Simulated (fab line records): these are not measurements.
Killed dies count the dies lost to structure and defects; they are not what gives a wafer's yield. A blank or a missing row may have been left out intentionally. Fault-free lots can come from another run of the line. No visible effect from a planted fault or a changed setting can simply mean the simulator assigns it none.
What tool caused it? ; flow n5 finfet ; Sampling: 10 lots, 30 wafers, 4 of 1938 route steps

== WHAT THE GAUGES SHOWED, per wafer ==
N5_BEOL_M10_CD_MEAS_11 targets a cd of 64.1 nm.
lot;measured;on;cd nm (nm)
L709;day 11 20:32;cd sem-01;64.4 64.7 65.6
L711;day 12 10:07;cd sem-03;64.9 64.9 65.0
L713;day 13 07:31;cd sem-02;64.4 64.2 64.2
L714;day 13 11:59;cd sem-03;64.1 63.7 64.1
L717;day 14 14:50;cd sem-03;63.4 62.8 64.2
L722;day 14 23:08;cd sem-01;64.6 65.2 64.5
L720;day 14 23:43;cd sem-03;65.5 64.5 64.5
L723;day 16 09:52;cd sem-02;63.3 63.2 63.7
L728;day 17 11:26;cd sem-03;64.3 64.2 64.2
L729;day 17 16:26;cd sem-01;63.6 62.9 63.6

== WHAT TOOL EACH LOT RAN ON (gives the tool, then ch and the chambers of the sampled wafers, and finally the start) ==
lot;N5_BEOL_M9_SURFACE_TREAT_79;N5_BEOL_M10_HM_DEP_02;N5_BEOL_M10_COAT_60
L709;pvd sputter-02, day 11 17:07;pvd sputter-02, day 11 20:02;litho track-01 ch 0, day 11 20:10
L711;pvd sputter-02, day 12 05:56;pvd sputter-03, day 12 09:38;litho track-03 ch 0, day 12 09:46
L713;pvd sputter-01, day 13 03:46;pvd sputter-03, day 13 07:08;litho track-03 ch 0, day 13 07:16
L714;pvd sputter-01, day 13 07:51;pvd sputter-01, day 13 11:29;litho track-05 ch 0, day 13 11:37
L717;pvd sputter-01, day 14 10:31;pvd sputter-03, day 14 14:20;litho track-03 ch 0, day 14 14:28
L722;pvd sputter-01, day 14 19:28;pvd sputter-03, day 14 22:37;litho track-01 ch 0, day 14 22:44
L720;pvd sputter-01, day 14 20:02;pvd sputter-01, day 14 23:13;litho track-05 ch 0, day 14 23:21
L723;pvd sputter-02, day 16 05:36;pvd sputter-03, day 16 09:22;litho track-05 ch 0, day 16 09:30
L728;pvd sputter-03, day 17 08:00;pvd sputter-01, day 17 10:56;litho track-05 ch 0, day 17 11:04
L729;pvd sputter-03, day 17 12:40;pvd sputter-01, day 17 16:03;litho track-05 ch 0, day 17 16:12
- N5_BEOL_M9_SURFACE_TREAT_79
- N5_BEOL_M10_HM_DEP_02: deposits TiN, target thk 20 nm.
- N5_BEOL_M10_COAT_60: time 60 s, resist thk 30 nm.

== AS READ BY THE TOOLS THEMSELVES (means over the sampled wafers that have a number; for cases with no such wafer, the mark the record gives instead) ==
N5_BEOL_M10_HM_DEP_02.
lot;tool;throttle valve pct (%)
L709;pvd sputter-02;31.1
L711;pvd sputter-03;29.3
L713;pvd sputter-03;30.2
L714;pvd sputter-01;29.4
L717;pvd sputter-03;29.5
L722;pvd sputter-03;29.9
L720;pvd sputter-01;30.2
L723;pvd sputter-03;30.1
L728;pvd sputter-01;30.4
L729;pvd sputter-01;29.1

N5_BEOL_M10_COAT_60.
lot;tool;heater power total W (W);resist line temp C (C);spin speed rpm (rpm)
L709;litho track-01;427.4;22.89;1500.2
L711;litho track-03;427.6;22.85;1500.2
L713;litho track-03;428.8;22.95;1499.4
L714;litho track-05;425.7;23.08;1499.0
L717;litho track-03;429.6;23.04;1499.9
L722;litho track-01;429.2;23.06;1499.8
L720;litho track-05;427.9;23.01;1500.6
L723;litho track-05;430.1;23.09;1498.9
L728;litho track-05;427.9;23.08;1835.6
L729;litho track-05;427.7;23.00;1836.3

== THE ANSWER, worked out from the rows above alone ==
Rule: the usual values come from the lots themselves. Put in order of their means at a reading, lots are off if they are a third of the lots or fewer, leave a main group of 4 or more, and stand apart from it by a gap of 3 or more times the standard deviation of the main group's means; of several such gaps the widest counts. If all means in a main group match to the digits the tables above print for the reading, that group is not used. Also off: a lot with no number at a reading for which 4 or more lots have one. The other lots that the step has rows for count as sound. First the gauges in route order, then the tools' own readings, where a lot's mean is used as printed above. The first step at which some lot is off is used, and at that step the reading that is off furthest; a lot without a number counts as furthest.
Off: L728, L729 (N5_BEOL_M10_COAT_60, spin speed rpm). Mean 1499.8 rpm and standard deviation 0.57 in the main group.
If a tool, at that step or one of the process steps before it, ran each lot that is off and ran no sound lot following the first of them, it fits. Can't be told from this: 3 tools fit, pvd sputter-03 at N5_BEOL_M9_SURFACE_TREAT_79, pvd sputter-01 at N5_BEOL_M10_HM_DEP_02, litho track-05 at N5_BEOL_M10_COAT_60.

== WHAT HAD BEEN PUT IN BY THE SIMULATOR ==
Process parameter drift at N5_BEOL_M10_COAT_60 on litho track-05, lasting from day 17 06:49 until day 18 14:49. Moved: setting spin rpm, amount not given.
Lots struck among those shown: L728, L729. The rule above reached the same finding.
